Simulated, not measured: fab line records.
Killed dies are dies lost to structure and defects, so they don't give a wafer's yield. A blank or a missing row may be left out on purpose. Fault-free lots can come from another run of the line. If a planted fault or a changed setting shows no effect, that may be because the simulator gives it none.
Split-lot experiment    flow n5 finfet    on a route of 1938 steps: 7 lots, 21 wafers read

== ABOUT THE SPLIT ==
At N5_BEOL_M1_CMP_52 (polishes, stops on SiOC, t overpolish 6.8 s, target thk 40 nm), the setting down force psi was moved away from the recipe's 1 psi on 5 of the 21 wafers read, by -19.9% to +19.8%. For the rest of the wafers, this setting stayed at what the recipe calls for.

Reading taken at the split's own step.

== THE READING ==
barrier field endpoint s, in s, at N5_BEOL_M1_CMP_52 (polishes, stops on SiOC, t overpolish 6.8 s, target thk 40 nm). Fault-free wafers of this fab line usually give 24.9 s, standard deviation 0.69 s.

wafer   tool, chamber at the split  down force psi as run, psi  against the recipe  barrier field endpoint s, s  against lot-mates on the recipe
L079.3  cmp-04, 0                   1                           recipe              24.8                         -
L079.6  cmp-04, 2                   1                           recipe              25.9                         -
L079.5  cmp-04, 3                   1                           recipe              25.6                         -
L080.1  cmp-04, 0                   0.8007                      -19.9%              29.9                         +5.4
L080.5  cmp-04, 1                   1                           recipe              24.5                         -
L080.6  cmp-04, 2                   0.8007                      -19.9%              32.3                         +7.8
L086.1  cmp-02, 1                   1                           recipe              24.6                         -
L086.3  cmp-02, 2                   1                           recipe              25.5                         -
L086.2  cmp-02, 3                   0.8257                      -17.4%              29.3                         +4.2
L087.1  cmp-04, 0                   1.198                       +19.8%              19.9                         -5.5
L087.4  cmp-04, 3                   1                           recipe              25.4                         -
L087.5  cmp-04, 0                   1.198                       +19.8%              19.8                         -5.6
L088.1  cmp-01, 2                   1                           recipe              24.0                         -
L088.3  cmp-01, 3                   1                           recipe              23.6                         -
L088.6  cmp-01, 2                   1                           recipe              24.6                         -
L089.2  cmp-02, 3                   1                           recipe              24.6                         -
L089.4  cmp-02, 0                   1                           recipe              25.9                         -
L089.6  cmp-02, 3                   1                           recipe              24.6                         -
L093.4  cmp-02, 3                   1                           recipe              25.3                         -
L093.5  cmp-02, 1                   1                           recipe              25.0                         -
L093.6  cmp-02, 2                   1                           recipe              26.4                         -

FIT RESULTS
A straight line over all 21 wafers: barrier field endpoint s changes by -0.277 s for each +1% of down force psi; r = -0.96; the points scatter about the line by 0.8 s.
The same after taking each lot's own level away (the mean of its wafers on the recipe; 21 wafers): -0.295 s for each +1%; r = -0.97; scatter 0.67 s.
On that fit, the largest move of down force psi shifts the reading by 5.9 s.
From 24.07 to 25.57 s: that is the span of the lots' own levels, equal to 2.2 times the standard deviation above.
Consequently the slope shifts little with the lot-to-lot level, the two slopes agreeing.
Check: +6.11 s against its lot-mates is what the line predicts for one of the wafers moved furthest among these (-19.9%) when that wafer is left out of the fit. Against them it came out at +5.4 s.
Tool readings at the split's step, against how far the setting was moved: barrier field endpoint s r = -0.96.

== THE OTHER SPLITS THESE WAFERS WENT THROUGH ==
Before the reading, these wafers also passed through other splits. Each is held against what the fit with the lots' levels taken away leaves over:
other split on the same wafers  wafers away from the commonest value  r with barrier field endpoint s (lot level and that fit taken away)
N5_BEOL_M1_EXPOSE_08 dose mj    9                                     -0.41

== FILE'S OWN FIT ==
barrier field endpoint s changes by -0.288 s for each +1% of down force psi, r = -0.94.
